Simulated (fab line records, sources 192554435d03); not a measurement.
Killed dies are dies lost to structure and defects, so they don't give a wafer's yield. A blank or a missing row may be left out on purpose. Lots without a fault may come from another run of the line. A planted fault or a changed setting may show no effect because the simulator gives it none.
Split-lot experiment | flow n5_finfet | 7 lots, 21 wafers read, on a route of 1938 steps

THE SPLIT
At N5_BEOL_M0_SAQP_COAT_08 (resist thk 90 nm), the setting spin_rpm was moved away from the recipe's 1500 rpm on 8 of the 21 wafers read, by -10.5% to +3.0%. The other wafers ran this setting at the recipe's value.

FROM THE SPLIT TO THE READING: what the file shows between them, 3 steps
- N5_BEOL_M0_SAQP_EBR_10
- N5_BEOL_M0_SAQP_SOFTBAKE_09: time 60 s
- N5_BEOL_M0_SAQP_DESCUM_19: chemistry O2, time 7.9 s

THE READING
CAR-ArF_of_BEOL_M0_SAQP_COAT_08.thk_nm (the simulator's own value, which no gauge read), in nm, at N5_BEOL_M0_SAQP_ETCH_83 (etches SiARC in CF4, target depth 39 nm, time 65 s). The file gives no usual value for it. The 13 wafers here that ran the recipe average 55.4 nm, standard deviation 0.31 nm.

wafer  | tool, chamber at the split | spin_rpm as run, rpm | against the recipe | CAR-ArF_of_BEOL_M0_SAQP_COAT_08.thk_nm, nm | against lot-mates on the recipe
L074.2 | litho_track-01, 0          | 1500                 | recipe             | 55.6                                       | -
L074.4 | litho_track-01, 0          | 1500                 | recipe             | 55.8                                       | -
L074.5 | litho_track-01, 0          | 1500                 | recipe             | 55.4                                       | -
L075.1 | litho_track-01, 0          | 1500                 | recipe             | 55.2                                       | -
L075.2 | litho_track-01, 0          | 1500                 | recipe             | 55.4                                       | -
L075.5 | litho_track-01, 0          | 1500                 | recipe             | 55.6                                       | -
L079.1 | litho_track-05, 0          | 1500                 | recipe             | 55.4                                       | -
L079.2 | litho_track-05, 0          | 1545                 | +3.0%              | 54.2                                       | -1.2
L079.4 | litho_track-05, 0          | 1545                 | +3.0%              | 54.2                                       | -1.2
L088.1 | litho_track-05, 0          | 1385                 | -7.7%              | 59.2                                       | +3.5
L088.2 | litho_track-05, 0          | 1500                 | recipe             | 55.8                                       | -
L088.6 | litho_track-05, 0          | 1500                 | recipe             | 55.6                                       | -
L091.1 | litho_track-03, 0          | 1343                 | -10.5%             | 61                                         | +5.6
L091.5 | litho_track-03, 0          | 1343                 | -10.5%             | 60.8                                       | +5.4
L091.6 | litho_track-03, 0          | 1500                 | recipe             | 55.4                                       | -
L093.2 | litho_track-05, 0          | 1500                 | recipe             | 54.8                                       | -
L093.5 | litho_track-05, 0          | 1500                 | recipe             | 54.8                                       | -
L093.3 | litho_track-05, 0          | 1349                 | -10.1%             | 60                                         | +5.2
L094.1 | litho_track-01, 0          | 1420                 | -5.3%              | 58                                         | +2.4
L094.5 | litho_track-01, 0          | 1420                 | -5.3%              | 58                                         | +2.4
L094.2 | litho_track-01, 0          | 1500                 | recipe             | 55.6                                       | -

THE FIT
A straight line over all 21 wafers: CAR-ArF_of_BEOL_M0_SAQP_COAT_08.thk_nm changes by -0.492 nm for each +1% of spin_rpm; r = -0.99; the points scatter about the line by 0.3 nm.
The same after taking each lot's own level away (the mean of its wafers on the recipe; 21 wafers): -0.498 nm for each +1%; r = -1.00; scatter 0.2 nm.
On that fit, the largest move of spin_rpm shifts the reading by 5.2 nm.
The lots' own levels span 54.80 to 55.70 nm, that is 2.9 times the standard deviation above.
So the lot-to-lot level changes the slope little: the two slopes agree.
Check: with one of the wafers moved furthest among these (-10.5%) left out of the fit, the line predicts +5.12 nm for it against its lot-mates. It came out at +5.6 nm against them.

OTHER SPLITS ON THESE WAFERS
These wafers also went through other splits before the reading. Each is held against what the fit with the lots' levels taken away leaves over:
other split on the same wafers        | wafers away from the commonest value | r with CAR-ArF_of_BEOL_M0_SAQP_COAT_08.thk_nm (lot level and that fit taken away)
N5_MOL_CONTACT_COAG_ETCH_106 source_w | 10                                   | +0.12
N5_MOL_CONTACT_COAG_ETCH_15 source_w  | 10                                   | +0.12
N5_MOL_CONTACT_COAG_ALD_27 time_s     | 8                                    | +0.26
N5_MOL_CONTACT_COAG_PECVD_31 temp_c   | 6                                    | -0.15

THE WHOLE CHAIN: every reading that the file lists as answering this split, in the file's order
step                      | what it does                                       | reading                                                                                 | change (the file's fit)               | r (the file's)
N5_BEOL_M0_SAQP_COAT_08   | resist thk 90 nm                                   | CAR-ArF_of_BEOL_M0_SAQP_COAT_08.thk_nm (the simulator's own value, which no gauge read) | -0.48 nm for each +1% of the setting  | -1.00
N5_BEOL_M0_SAQP_DESCUM_19 | chemistry O2, time 7.9 s                           | CAR-ArF_of_BEOL_M0_SAQP_COAT_08.thk_nm (the simulator's own value, which no gauge read) | -0.494 nm for each +1% of the setting | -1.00
N5_BEOL_M0_SAQP_ETCH_83   | etches SiARC in CF4, target depth 39 nm, time 65 s | CAR-ArF_of_BEOL_M0_SAQP_COAT_08.thk_nm (the simulator's own value, which no gauge read) | -0.499 nm for each +1% of the setting | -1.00

THE FILE'S OWN FIT
CAR-ArF_of_BEOL_M0_SAQP_COAT_08.thk_nm changes by -0.499 nm for each +1% of spin_rpm, r = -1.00.
